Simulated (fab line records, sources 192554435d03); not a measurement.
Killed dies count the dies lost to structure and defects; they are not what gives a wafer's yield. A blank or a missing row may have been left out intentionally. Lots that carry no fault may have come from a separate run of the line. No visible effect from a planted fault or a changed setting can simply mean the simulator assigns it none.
Chamber matching	flow n5_finfet	N5_SD_EPI_N_ETCH_35 on rie_diel-02 has 4 sister chambers
The step etches SOC in N2/H2, overetch 108 nm, time 486 s. 4 wafers are shown with their chamber, then 11 later ones without.

== WAFERS PAIRED WITH THEIR CHAMBERS ==
wafer	chamber	drypump_motor_current_A (A)
L085.2	2	6.2
L085.5	0	5.1
L088.3	3	6.0
L089.1	1	5.5

== WAFERS MISSING THEIR CHAMBER ==
wafer	drypump_motor_current_A (A)
L089.4	5.9
L089.5	5.5
L091.2	6.2
L091.3	6.0
L091.6	5.1
L092.1	5.0
L092.2	5.5
L092.3	6.0
L093.3	5.1
L093.4	5.5
L093.6	5.5

== WHICH CHAMBER EACH WENT THROUGH ==
wafer	from the rows above	in truth
L089.4	3	3
L089.5	1	1
L091.2	2	2
L091.3	3	3
L091.6	0	0
L092.1	0	0
L092.2	1	1
L092.3	3	3
L093.3	0	0
L093.4	1	1
L093.6	1	1
11 of 11 placed correctly. Number that these rows cannot place: 0. 0 placed wrongly.
How it was worked out, from the rows above alone: a wafer's distance from a chamber is the root of the sum, over the readings, of the square of ((its reading less the chamber's mean) divided by the reading's scatter). If the next closest chamber is less than 2 further off than the closest, the wafer can't be placed; otherwise it belongs to the closest. For every chamber, the mean is computed from those of its wafers that are shown. The scatter: with one shown wafer a chamber, the root of the mean of the squares of how far each hidden wafer lies from its nearest shown one.
